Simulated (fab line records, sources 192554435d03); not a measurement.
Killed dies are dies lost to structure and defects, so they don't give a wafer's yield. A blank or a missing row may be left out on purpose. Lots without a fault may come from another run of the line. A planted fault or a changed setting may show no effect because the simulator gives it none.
fab line records | flow n5_finfet | part 1 of 2: steps 1 to 4 of 6
record lots=20 wafers=60 last_day=17
route steps=1938 shown BEOL_M0_SAQP@640 BEOL_M0_CUTY@712
lots that met no fault: from a run of the same line without faults
start_h: hours from the record's first day to the start of the lot's first wafer shown | wait_h: hours since the lot's step before | " the same as in the row above | L1.1+2: a row that stands for several wafers | - no value, or no start given | * or withheld: withheld | < > ~ a bound
route shown NAME@n: a module of which the file shows steps, and the number in the route of the first | usual: mean/standard deviation of fault-free wafers | same: alike in all rows | chamber/n: place in a boat | sites: the reading at each site | _std_site: their standard deviation | _edge_site: outer sites' mean less inner sites' | radius_mm: how far each site lies from the wafer's centre | mask NAME#n: copy n | behind: the tool/chamber that last shaped the wafer | hold: why the lot was held/for how many hours/how that ended | device: the transistor (n, p or np) that didn't switch | end of line: the same wafers' tests at the end of the route | a step without rows: its recipe alone | killed: dies lost to structure and defects at the first sort, not the wafer's yield | map: a wafer's dies, x killed, . not, _ none there
set.NAME: the setting as run; set.NAME@STEP: as run at that earlier step | model.NAME: the simulator's own value behind a step, which no gauge read
steps of the route over a sample of lots; a table a step, a row a wafer
services: from which hour (start_h, from the record's first day; less than 0 if before it) a tool's chamber was out of use, for how many hours, and why
## steps
# step N5_BEOL_M0_SAQP_HM_DEP_111
# recipe material=SiO2 target_thk_a=120 temp_c=400 precursor=SiH4/N2O pressure_torr=0.75 rf_w=275 time_s=7.2
# usual heater_power_w=784/120 rf_fwd_power_W=272.7/1.1 showerhead_plenum_p_Torr=8.16/0.12 susceptor_temp_C=399.98/0.22
# columns lot.wafer tool chamber start_h wait_h heater_power_w rf_fwd_power_W showerhead_plenum_p_Torr susceptor_temp_C
L074.1 pecvd-03 0 105.15 0.0 982 272.5 8.10 399.87
L074.5 " 2 " " 682 271.8 8.08 399.84
L074.6 " 0 " " 999 271.1 8.08 399.85
L075.3 pecvd-02 0 111.90 0.0 866 272.3 8.08 400.04
L075.4 " 2 " " 753 270.4 8.16 400.17
L075.6 " 1 " " 773 272.7 8.03 400.12
L077.1 pecvd-01 1 127.47 0.0 715 272.5 8.25 399.63
L077.4 " 2 " " 696 272.7 8.24 400.20
L077.5 " 0 " " 777 273.6 8.00 400.01
L078.1 pecvd-01 2 131.26 0.0 736 273.5 8.25 399.67
L078.3 " 2 " " 725 272.6 8.23 399.78
L078.5 " 1 " " 590 273.6 8.27 400.11
L079.2 pecvd-02 0 138.45 0.0 838 273.1 8.09 399.67
L079.3 " 1 " " 762 271.7 8.03 400.16
L079.6 " 1 " " 748 272.1 8.00 399.84
L081.1 pecvd-03 2 148.05 0.0 664 271.6 8.09 400.25
L081.3 " 0 " " 1128 273.6 8.10 400.40
L081.6 " 0 " " 1091 273.1 8.10 400.07
L082.1 pecvd-01 0 162.63 0.0 816 272.0 8.01 399.41
L082.4 " 0 " " 801 272.7 8.02 400.07
L082.5 " 1 " " 669 274.2 8.27 400.08
L083.1 pecvd-02 0 163.59 0.0 827 273.2 8.11 399.86
L083.2 " 2 " " 636 271.7 8.17 400.02
L083.3 " 1 " " 758 273.7 8.01 400.18
L084.2 pecvd-02 2 175.36 0.0 779 271.2 8.18 399.76
L084.4 " 1 " " 839 273.0 8.04 399.95
L084.5 " 2 " " 749 273.2 8.16 400.28
L086.1 pecvd-01 2 181.04 0.0 710 274.2 8.25 399.96
L086.3 " 0 " " 683 273.2 8.02 399.99
L086.4 " 2 " " 709 274.0 8.24 400.54
L087.1 pecvd-02 1 188.30 0.0 743 272.4 8.03 399.47
L087.2 " 2 " " 679 271.5 8.16 400.06
L087.5 " 2 " " 696 272.0 8.15 400.09
L088.3 pecvd-03 0 192.52 0.0 983 273.4 8.09 399.65
L088.4 " 0 " " 967 273.0 8.11 399.93
L088.5 " 2 " " 768 270.1 8.08 399.90
L089.2 pecvd-03 2 200.66 0.0 667 270.5 8.07 399.87
L089.3 " 0 " " 1017 274.1 8.12 399.83
L089.5 " 2 " " 648 271.9 8.10 399.85
L090.2 pecvd-03 1 204.70 0.0 894 270.5 8.34 399.93
L090.5 " 1 " " 882 271.3 8.36 399.63
L090.6 " 0 " " 1021 273.1 8.10 400.09
L091.2 pecvd-03 1 211.94 0.0 879 273.1 8.36 400.07
L091.5 " 1 " " 892 271.7 8.34 400.26
L091.6 " 0 " " 1014 272.5 8.11 399.81
L092.1 pecvd-03 0 215.84 0.0 1023 273.7 8.09 400.15
L092.2 " 2 " " 718 271.7 8.09 400.04
L092.5 " 2 " " 730 271.7 8.10 399.97
L093.3 pecvd-01 1 224.32 0.0 631 271.9 8.27 399.68
L093.4 " 1 " " 619 273.8 8.27 399.55
L093.6 " 0 " " 800 273.6 8.01 399.80
L094.3 pecvd-03 1 228.24 0.0 902 272.5 8.35 399.64
L094.4 " 0 " " 1095 272.9 8.10 400.28
L094.5 " 2 " " 728 271.5 8.08 400.11
L095.1 pecvd-01 1 235.56 0.0 674 273.2 8.26 399.64
L095.4 " 2 " " 737 274.5 8.26 400.07
L095.6 " 1 " " 697 273.5 8.26 399.39
L097.1 pecvd-01 0 248.72 0.0 771 272.2 8.00 399.64
L097.3 " 2 " " 674 272.6 8.23 400.09
L097.6 " 0 " " 743 274.0 8.01 400.06
# step N5_BEOL_M0_SAQP_INSPECT_16
# recipe mode=adi inspect_instrument=brightfield
# usual raw_defect_count=503/150
# columns lot.wafer tool chamber start_h wait_h raw_defect_count
L074.1 defect_inspect-02 - 105.52 0.0 347
L074.5 " - " " 682
L074.6 " - " " 695
L075.3 defect_inspect-01 - 112.27 0.0 451
L075.4 " - " " 450
L075.6 " - " " 336
L077.1 defect_inspect-02 - 127.97 0.0 388
L077.4 " - " " 564
L077.5 " - " " 486
L078.1 defect_inspect-02 - 131.66 0.0 670
L078.3 " - " " 561
L078.5 " - " " 901
L079.2 defect_inspect-01 - 138.95 0.0 563
L079.3 " - " " 649
L079.6 " - " " 459
L081.1 defect_inspect-01 - 148.55 0.0 519
L081.3 " - " " 382
L081.6 " - " " 503
L082.1 defect_inspect-01 - 163.13 0.0 677
L082.4 " - " " 701
L082.5 " - " " 714
L083.1 defect_inspect-02 - 163.97 0.0 540
L083.2 " - " " 461
L083.3 " - " " 560
L084.2 defect_inspect-02 - 175.86 0.0 489
L084.4 " - " " 399
L084.5 " - " " 366
L086.1 defect_inspect-02 - 181.54 0.0 392
L086.3 " - " " 399
L086.4 " - " " 332
L087.1 defect_inspect-01 - 188.80 0.0 1046
L087.2 " - " " 616
L087.5 " - " " 616
L088.3 defect_inspect-01 - 192.89 0.0 433
L088.4 " - " " 424
L088.5 " - " " 525
L089.2 defect_inspect-02 - 201.16 0.0 380
L089.3 " - " " 460
L089.5 " - " " 283
L090.2 defect_inspect-02 - 205.08 0.0 506
L090.5 " - " " 465
L090.6 " - " " 414
L091.2 defect_inspect-02 - 212.44 0.0 377
L091.5 " - " " 554
L091.6 " - " " 689
L092.1 defect_inspect-02 - 216.21 0.0 432
L092.2 " - " " 441
L092.5 " - " " 405
L093.3 defect_inspect-01 - 224.82 0.0 481
L093.4 " - " " 457
L093.6 " - " " 425
L094.3 defect_inspect-02 - 228.74 0.0 296
L094.4 " - " " 346
L094.5 " - " " 319
L095.1 defect_inspect-01 - 236.06 0.0 410
L095.4 " - " " 662
L095.6 " - " " 487
L097.1 defect_inspect-01 - 249.22 0.0 501
L097.3 " - " " 921
L097.6 " - " " 746
# step N5_BEOL_M0_SAQP_ETCH_84
# recipe chemistry=N2/H2 target=SOC target_depth_a=1000 overetch_a=200 mask_material=SiARC temp_c=40 time_s=150 ion_energy_ev=200 pressure_mtorr=30 source_w=840 bias_w=150 n2_flow_sccm=200 h2_flow_sccm=200
# usual chamber_pressure_mTorr=29.999/0.026 drypump_motor_current_A=5.5/0.4 oes_product_au=0.70/0.08 rf_fwd_power_W=836.9/2.6 rf_vpp_V=524.2/2.5 showerhead_plenum_p_Torr=2.55/0.094 throttle_valve_pct=17.93/0.27
# columns lot.wafer tool chamber start_h wait_h chamber_pressure_mTorr drypump_motor_current_A oes_product_au rf_fwd_power_W rf_hours_counter_h rf_vpp_V showerhead_plenum_p_Torr throttle_valve_pct
L074.1 rie_diel-04 3 105.64 0.0 29.983 5.4 0.66 838.8 176 524.5 2.65 17.90
L074.5 " 2 " " 30.004 5.7 0.67 840.8 - 520.6 2.43 17.65
L074.6 " 3 " " 30.032 5.4 0.65 839.5 - 526.9 2.65 17.89
L075.3 rie_diel-02 1 112.39 0.0 30.009 6.0 0.66 836.3 179 524.3 2.51 17.83
L075.4 " 1 " " 30.030 6.0 0.65 835.4 - 522.7 2.51 17.84
L075.6 " 0 " " 29.970 4.8 0.63 839.5 - 522.7 2.53 18.29
L077.1 rie_diel-02 0 128.13 0.1 30.014 4.8 0.64 834.9 219 521.7 2.53 18.29
L077.4 " 0 " " 30.038 4.8 0.64 836.8 - 522.8 2.53 18.29
L077.5 " 1 " " 29.984 6.0 0.64 837.6 - 523.6 2.51 17.85
L078.1 rie_diel-06 1 131.78 0.0 29.988 5.4 0.76 842.9 50 522.6 2.48 17.96
L078.3 " 2 " " 29.992 6.1 0.70 833.1 114 525.5 2.56 17.89
L078.5 " 0 " " 30.008 5.6 0.67 842.6 - 526.7 2.67 18.02
L079.2 rie_diel-04 0 139.07 0.0 30.016 5.7 0.80 841.0 40 523.1 2.49 17.74
L079.3 " 3 " " 30.007 5.4 0.65 838.9 184 528.2 2.64 17.91
L079.6 " 3 " " 30.078 5.4 0.65 840.5 - 527.6 2.64 17.91
L081.1 rie_diel-02 2 148.67 0.0 29.996 5.8 0.86 832.2 4 521.6 2.48 17.37
L081.3 " 3 " " 29.992 5.7 0.81 833.7 31 528.1 2.71 18.20
L081.6 " 3 " " 30.046 5.7 0.81 836.1 - 528.1 2.71 18.18
L082.1 rie_diel-02 2 163.25 0.0 30.001 5.8 0.85 834.3 8 522.1 2.48 17.38
L082.4 " 1 " " 29.987 6.0 0.63 839.6 196 522.8 2.50 17.88
L082.5 " 3 " " 30.016 5.7 0.80 838.8 - 529.7 2.71 18.20
L083.1 rie_diel-02 0 164.09 0.0 30.076 4.8 0.63 838.6 229 523.5 2.53 18.31
L083.2 " 2 " " 29.994 5.8 0.86 833.1 9 523.1 2.48 17.38
L083.3 " 1 " " 29.999 6.0 0.64 837.5 196 522.1 2.50 17.87
L084.2 rie_diel-02 3 176.01 0.0 30.025 5.7 0.79 837.3 38 526.5 2.71 18.21
L084.4 " 1 " " 29.993 6.0 0.63 839.0 201 522.0 2.50 17.88
L084.5 " 2 " " 30.017 5.8 0.84 834.0 - 522.3 2.48 17.36
L086.1 rie_diel-02 1 181.66 0.0 29.981 6.0 0.64 835.3 202 521.8 2.50 17.89
L086.3 " 0 " " 29.956 4.8 0.62 837.4 234 522.5 2.52 18.32
L086.4 " 3 " " 30.027 5.7 0.79 838.1 39 527.2 2.71 18.21
L087.1 rie_diel-02 2 189.36 0.0 29.993 5.8 0.82 838.3 17 523.1 2.48 17.38
L087.2 " 1 " " 29.993 6.0 0.63 835.0 205 524.8 2.50 17.90
L087.5 " 1 " " 30.027 5.9 0.63 836.4 - 524.1 2.50 17.89
L088.3 rie_diel-04 3 193.01 0.0 29.979 5.4 0.64 837.1 200 526.0 2.64 17.93
L088.4 " 0 " " 30.005 5.6 0.76 831.0 57 522.7 2.48 17.75
L088.5 " 2 " " 30.011 5.7 0.65 840.1 - 521.0 2.42 17.69
L089.2 rie_diel-06 2 201.28 0.0 30.011 6.1 0.68 837.3 135 524.9 2.56 17.91
L089.3 " 1 " " 30.022 5.4 0.75 837.9 68 520.3 2.47 18.00
L089.5 " 0 " " 30.003 5.5 0.66 834.0 - 526.6 2.66 18.05
L090.2 rie_diel-02 1 205.20 0.0 30.037 6.0 0.63 837.6 209 522.0 2.50 17.91
L090.5 " 1 " " 29.961 6.0 0.63 839.3 - 521.8 2.50 17.91
L090.6 " 0 " " 29.964 4.7 0.63 838.8 - 523.1 2.52 18.33
L091.2 rie_diel-04 2 212.71 0.0 29.955 5.7 0.65 837.4 175 521.2 2.42 17.72
L091.5 " 0 " " 30.023 5.6 0.76 833.9 - 523.8 2.48 17.77
L091.6 " 1 " " 29.944 5.0 0.62 837.3 - 522.2 2.50 18.08
L092.1 rie_diel-04 2 216.33 0.0 30.026 5.7 0.64 837.7 176 521.0 2.41 17.72
L092.2 " 3 " " 29.950 5.4 0.64 837.9 207 527.2 2.63 17.95
L092.5 " 2 " " 30.025 5.7 0.65 840.3 - 519.1 2.41 17.71
L093.3 rie_diel-02 3 224.94 0.0 30.007 5.7 0.78 837.4 53 527.4 2.70 18.24
L093.4 " 1 " " 30.011 6.0 0.62 832.9 215 523.1 2.49 17.91
L093.6 " 1 " " 29.994 6.0 0.63 838.1 - 522.1 2.49 17.90
L094.3 rie_diel-04 3 229.12 0.1 29.975 5.4 0.64 838.7 - 526.0 2.63 17.97
L094.4 " 1 " " 29.987 5.0 0.62 838.5 - 522.2 2.50 18.10
L094.5 " 3 " " 30.014 5.4 0.64 838.5 - 526.0 2.63 17.96
L095.1 rie_diel-06 2 236.29 0.0 29.978 6.1 0.68 834.3 146 526.2 2.55 17.93
L095.4 " 0 " " 30.033 5.6 0.65 834.2 173 526.9 2.66 18.07
L095.6 " 0 " " 30.001 5.6 0.65 835.7 - 526.8 2.66 18.08
L097.1 rie_diel-02 3 249.34 0.0 29.965 5.7 0.77 835.7 62 527.5 2.70 18.24
L097.3 " 1 " " 30.035 6.0 0.62 835.1 224 522.6 2.49 17.93
L097.6 " 1 " " 29.984 6.0 0.62 837.2 - 522.5 2.49 17.94
# step N5_BEOL_M0_SAQP_STRIP_86
# recipe chemistry=N2/H2 power_w=500 temp_c=40 pressure_mtorr=50 rf_frequency_hz=6e+07 overash_fraction=0.3 bias_power_w=28 h2_frac=0.5 n2_flow_sccm=300 h2_flow_sccm=300
# usual chamber_pressure_mTorr=49.99/0.07 drypump_motor_current_A=5.6/0.39 oes_product_au=0.78/0.08 rf_vpp_V=121.9/1.4 showerhead_plenum_p_Torr=3.38/0.12 throttle_valve_pct=19.1/0.4
# columns lot.wafer tool chamber start_h wait_h chamber_pressure_mTorr drypump_motor_current_A oes_product_au rf_hours_counter_h rf_vpp_V showerhead_plenum_p_Torr throttle_valve_pct
L074.1 rie_diel-02 0 105.93 0.1 50.20 4.8 0.70 210 120.8 3.35 19.6
L074.5 " 2 " " 50.15 5.8 0.68 - 124.1 3.29 18.8
L074.6 " 1 " " 50.06 6.0 0.73 - 122.2 3.32 19.0
L075.3 rie_diel-02 3 112.68 0.1 49.96 5.7 0.93 20 120.9 3.58 19.9
L075.4 " 1 " " 49.96 6.0 0.74 - 120.9 3.32 19.0
L075.6 " 0 " " 49.97 4.8 0.70 - 123.2 3.35 19.6
L077.1 rie_diel-06 1 128.60 0.2 50.02 5.5 0.86 49 124.4 3.27 19.1
L077.4 " 3 " " 49.99 5.2 0.88 29 122.5 3.59 18.8
L077.5 " 3 " " 49.88 5.2 0.88 - 121.1 3.59 18.8
L078.1 rie_diel-04 3 132.11 0.1 49.90 5.4 0.74 182 124.6 3.49 18.8
L078.3 " 2 " " 50.01 5.7 0.72 150 119.5 3.21 18.6
L078.5 " 2 " " 50.15 5.7 0.73 - 123.0 3.21 18.6
L079.2 rie_diel-04 1 139.36 0.1 49.96 5.0 0.69 214 123.1 3.32 18.9
L079.3 " 0 " " 50.06 5.7 0.87 40 121.6 3.29 19.1
L079.6 " 0 " " 50.06 5.6 0.86 - 123.4 3.29 19.1
L081.1 rie_diel-02 2 148.96 0.1 50.06 5.8 0.97 4 119.0 3.28 18.4
L081.3 " 0 " " 50.06 4.8 0.69 226 120.7 3.34 19.6
L081.6 " 1 " " 50.05 6.0 0.73 - 120.9 3.31 19.0
L082.1 rie_diel-06 0 163.55 0.1 50.02 5.6 0.76 151 121.7 3.52 19.4
L082.4 " 1 " " 49.93 5.4 0.86 57 119.8 3.27 19.1
L082.5 " 3 " " 50.03 5.2 0.87 - 122.1 3.58 18.8
L083.1 rie_diel-04 0 164.48 0.2 50.11 5.7 0.87 47 121.4 3.28 19.1
L083.2 " 2 " " 49.97 5.7 0.73 159 121.1 3.21 18.6
L083.3 " 3 " " 49.95 5.4 0.73 191 122.1 3.48 18.8
L084.2 rie_diel-04 0 176.31 0.1 50.05 5.6 0.85 51 122.9 3.28 19.2
L084.4 " 2 " " 49.99 5.7 0.74 163 121.0 3.20 18.6
L084.5 " 1 " " 49.93 5.0 0.68 - 121.1 3.32 19.0
L086.1 rie_diel-06 1 181.94 0.1 49.86 5.4 0.85 62 121.5 3.27 19.1
L086.3 " 0 " " 50.06 5.6 0.74 156 119.2 3.52 19.4
L086.4 " 0 " " 49.93 5.6 0.75 - 121.2 3.52 19.4
L087.1 rie_diel-04 0 189.64 0.1 50.09 5.6 0.86 56 121.8 3.28 19.2
L087.2 " 3 " " 49.91 5.4 0.72 199 123.7 3.48 18.9
L087.5 " 1 " " 50.06 5.0 0.68 - 124.1 3.31 19.0
L088.3 rie_diel-04 3 193.30 0.1 50.07 5.4 0.71 200 123.6 3.48 18.9
L088.4 " 1 " " 49.94 5.0 0.67 230 120.0 3.31 19.0
L088.5 " 2 " " 50.01 5.7 0.71 - 122.9 3.20 18.6
L089.2 rie_diel-02 1 201.56 0.1 49.94 6.0 0.71 209 119.7 3.30 19.1
L089.3 " 0 " " 50.04 4.8 0.69 240 121.3 3.33 19.7
L089.5 " 3 " " 50.03 5.7 0.88 - 121.4 3.57 19.9
L090.2 rie_diel-06 2 205.49 0.1 49.96 6.1 0.77 136 121.8 3.37 19.1
L090.5 " 2 " " 50.01 6.1 0.76 - 120.2 3.37 19.1
L090.6 " 3 " " 50.01 5.2 0.87 - 121.0 3.58 18.9
L091.2 rie_diel-02 1 213.10 0.2 49.92 6.0 0.71 212 120.6 3.30 19.1
L091.5 " 0 " " 49.97 4.8 0.68 - 120.9 3.33 19.6
L091.6 " 3 " " 50.01 5.7 0.87 - 124.5 3.56 19.9
L092.1 rie_diel-06 1 216.66 0.1 49.99 5.5 0.82 73 119.7 3.26 19.1
L092.2 " 3 " " 50.07 5.2 0.86 49 124.1 3.58 18.9
L092.5 " 2 " " 50.03 6.1 0.77 - 122.0 3.37 19.1
L093.3 rie_diel-02 2 225.23 0.1 50.10 5.8 0.91 25 120.9 3.27 18.4
L093.4 " 1 " " 50.08 6.0 0.71 215 122.4 3.30 19.0
L093.6 " 0 " " 50.04 4.8 0.69 - 121.9 3.33 19.6
L094.3 rie_diel-06 1 229.45 0.1 49.97 5.5 0.82 77 122.5 3.26 19.1
L094.4 " 2 " " 50.01 6.1 0.76 143 121.8 3.37 19.1
L094.5 " 3 " " 49.93 5.2 0.85 - 123.7 3.58 18.9
L095.1 rie_diel-06 0 236.58 0.1 50.07 5.5 0.73 173 121.3 3.51 19.4
L095.4 " 1 " " 50.04 5.4 0.83 79 122.5 3.26 19.1
L095.6 " 1 " " 50.01 5.4 0.83 - 120.4 3.26 19.1
L097.1 rie_diel-02 3 249.63 0.1 50.04 5.7 0.85 62 124.3 3.56 20.0
L097.3 " 2 " " 49.89 5.8 0.89 34 122.5 3.27 18.5
L097.6 " 1 " " 49.85 6.0 0.70 - 121.4 3.29 19.1
